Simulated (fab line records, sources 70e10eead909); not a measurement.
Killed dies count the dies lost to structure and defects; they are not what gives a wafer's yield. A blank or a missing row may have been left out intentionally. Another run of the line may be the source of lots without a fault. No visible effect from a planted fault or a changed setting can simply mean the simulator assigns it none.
Comparing a struck lot with a sound one	flow nand_harc	14 out of 1159 route steps
Sound: these wafers, L868.2, L868.5, L868.6. Struck: wafer L889.5. (L889.1 of the same lot was not struck and is left out.) The cause comes at the end.
For every step that has rows: the tool of each side, followed by ch and its chambers, followed by its first start. Under that, the readings that differ: sound wafers	struck wafers	difference of the means	sigmas: that difference in standard deviations of wafers without a fault.
alike: readings with means less than 2 such deviations apart, plus words and numbers identical on both sides. not compared: withheld readings, readings lacking a value on some wafer, bounds such as >300 that could conceal the same value, and numbers that have no deviation in the record and whose values overlap.
Wherever a step has rows on one side only, a row that says differs or no value, or a row with sigmas, the two part there. Numbers that have no deviation but don't overlap get no sigmas and don't part them. A reading that every wafer of one side lacks parts them only if that side has two wafers or more.

first, 8 steps without rows for these wafers: NHARC_A_BLC_COAT_02 (time 75 s); NHARC_A_BLC_COAT_03 (time 65 s); NHARC_A_BLC_COAT_04 (resist thk 90 nm); NHARC_A_BLC_SOFTBAKE_05 (time 55 s); NHARC_A_BLC_EBR_06; NHARC_A_BLC_EXPOSE_07 (exposes mask A BLC, target cd 100 nm); NHARC_A_BLC_PEB_08 (peb time 65 s); NHARC_A_BLC_DEVELOP_09 (develop time 35 s).
NHARC_A_BLC_CD_MEAS_10: target cd 100 nm.
  sound on cd_sem-02 ch 0, day 18 02:59; struck on cd_sem-01 ch 0, day 22 21:42
  alike: cd_nm
NHARC_A_BLC_OVL_MEAS_11:
  sound on overlay-02, day 18 03:05; struck on overlay-01, day 22 21:47
reading	sound	struck	difference	sigmas
overlay_y_nm (nm)	-1.1 -0.7 -0.9	0.7	+1.6	+2
  alike: overlay_x_nm
NHARC_A_BLC_INSPECT_12:
  sound on defect_inspect-02, day 18 03:07; struck on defect_inspect-01, day 22 21:50
  alike: raw_defect_count
NHARC_A_BLC_DESCUM_15: chemistry O2, time 3 s.
  sound on rie_diel-04 ch 0,3, day 18 03:12; struck on rie_diel-04 ch 2, day 22 21:55
reading	sound	struck	difference	sigmas
oes_product_au (a.u.)	1.017 1.002 1.023	0.988	-0.026	-2
showerhead_plenum_p_Torr (Torr)	1.81 1.78 1.81	2.02	+0.22	+2
  alike: drypump_motor_current_A, rf_vpp_V, throttle_valve_pct
  not compared: rf_hours_counter_h
NHARC_A_BLC_ETCH_16: etches the open film in CF4, target depth 39 nm, time 65 s.
  sound on rie_diel-04 ch 2,3, day 18 03:17; struck on rie_diel-04 ch 3, day 22 21:59
reading	sound	struck	difference	sigmas
oes_product_au (a.u.)	1.017 1.008 0.985	0.859	-0.144	-13
  alike: drypump_motor_current_A, rf_vpp_V, showerhead_plenum_p_Torr, throttle_valve_pct
  not compared: rf_hours_counter_h
NHARC_A_BLC_ETCH_17: etches the open film in N2/H2, target depth 390 nm, time 609.38 s.
  sound on rie_diel-04 ch 0,2,3; struck on rie_diel-04 ch 3
reading	sound	struck	difference	sigmas
oes_product_au (a.u.)	0.991 1.005 1.010	1.029	+0.027	+2
throttle_valve_pct (%)	14.183 14.161 14.162	14.193	+0.024	+3
  alike: drypump_motor_current_A, rf_vpp_V, showerhead_plenum_p_Torr
  not compared: rf_hours_counter_h

## WHERE THEY PART
Last at NHARC_A_BLC_ETCH_17 as far as this record goes, first at NHARC_A_BLC_OVL_MEAS_11.

WHY: what the simulator had put in
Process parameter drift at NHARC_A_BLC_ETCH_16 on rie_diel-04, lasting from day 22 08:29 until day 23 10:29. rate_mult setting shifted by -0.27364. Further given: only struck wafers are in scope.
